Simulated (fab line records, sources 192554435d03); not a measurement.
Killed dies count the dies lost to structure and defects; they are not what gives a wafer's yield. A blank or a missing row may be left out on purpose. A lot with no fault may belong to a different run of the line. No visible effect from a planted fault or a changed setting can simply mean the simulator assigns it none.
2 desks, one fault | flow n5Finfet | each desk holds nothing but its own numbers, with what lay behind them at the end

== DESK OF THE TOOL OWNER: aldSin-04 ==
The tool's own readings at N5_GATE_CUT_SAC_CAP_01 (material SiNx, target thk 24 nm, pulse time 1 s, ald cycles 480): means of the sampled wafers that have a number, for each lot that ran on this tool. A lot is out of limits, marked OUT, if its mean lies more than 4 standard deviations from the usual mean; the brackets give that distance.
Columns: A = heaterPowerW at N5_GATE_CUT_SAC_CAP_01, usual 860 W; B = precursorPulseHeightRel at N5_GATE_CUT_SAC_CAP_01, usual 0.998
lot  | first seen here | A   | B
L633 | day 5 06:02     | 848 | 1.009
L636 | day 6 00:19     | 859 | 1.025
L638 | day 6 10:44     | 903 | 0.986
This desk's finding: nothing out of limits on any of the 3 lots.

== FROM THE METROLOGY DESK ==
What the gauges read for every lot (on any tool): the sampled wafers with a number, averaged. A lot is out of limits, marked OUT, if its mean lies more than 4 standard deviations from the usual mean; the brackets give that distance. Readings shown: 7 out of 12 (the first out of limits, and those lying furthest out on some lot).
Columns: A = MD_CAP_THK at N5_MOL_CONTACT_COAG_THK_MEAS_29, usual 17.93 nm; B = cdNm at N5_MOL_CONTACT_COAG_CD_MEAS_84, usual 25.04 nm; C = DIBL_P at N5_BEOL_M4_RC_MEAS_101, usual 37.3 mV/V; D = ION_N at N5_BEOL_M4_RC_MEAS_101, usual 675 uA/um; E = ION_P at N5_BEOL_M4_RC_MEAS_101, usual 460 uA/um; F = SS_N at N5_BEOL_M4_RC_MEAS_101, usual 71.7 mV/dec; G = SS_P at N5_BEOL_M4_RC_MEAS_101, usual 73.6 mV/dec
lot  | first seen here | A               | B     | C    | D   | E   | F    | G
L631 | day 5 06:16     | 17.99           | 25.27 | 38.6 | 677 | 456 | 71.8 | 74.9
L632 | day 5 13:34     | 17.91           | 25.26 | 37.1 | 668 | 460 | 71.8 | 73.8
L633 | day 5 21:38     | 17.89           | 24.96 | 39.3 | 684 | 456 | 72.0 | 74.0
L636 | day 6 15:51     | 17.91           | 25.22 | 39.0 | 693 | 468 | 71.9 | 73.9
L638 | day 7 02:40     | 16.59 (-14) OUT | 25.05 | 40.1 | 684 | 470 | 71.9 | 74.5
L644 | day 8 16:14     | 17.99           | 24.91 | 37.0 | 658 | 456 | 72.3 | 73.7
L651 | day 10 11:25    | 17.99           | 25.09 | 37.3 | 667 | 451 | 71.8 | 73.1
L652 | day 10 14:19    | 17.92           | 25.15 | 38.9 | 681 | 468 | 72.5 | 73.9
This desk's result: L638 out of limits, first on L638 (MD_CAP_THK at N5_MOL_CONTACT_COAG_THK_MEAS_29), day 7 02:40. L631, L632, L633, L636, L644, L651, L652: within limits.

== TAKEN TOGETHER ==
L638 would have let the metrology desk raise an alarm at day 7 02:40.
The tool owner's desk saw nothing out of limits.
Tool owner's desk: L638 on record, inside its limits.
All the named lots went through N5_GATE_CUT_SAC_CAP_01 on aldSin-04.

== WHAT THE SIMULATOR PUT IN ==
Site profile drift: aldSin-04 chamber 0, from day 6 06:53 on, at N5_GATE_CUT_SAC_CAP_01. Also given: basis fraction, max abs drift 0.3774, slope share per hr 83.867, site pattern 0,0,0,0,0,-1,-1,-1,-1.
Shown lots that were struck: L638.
Per desk, hours elapsed from the start of the fault to the first reading out of limits: for the metrology desk, 20.
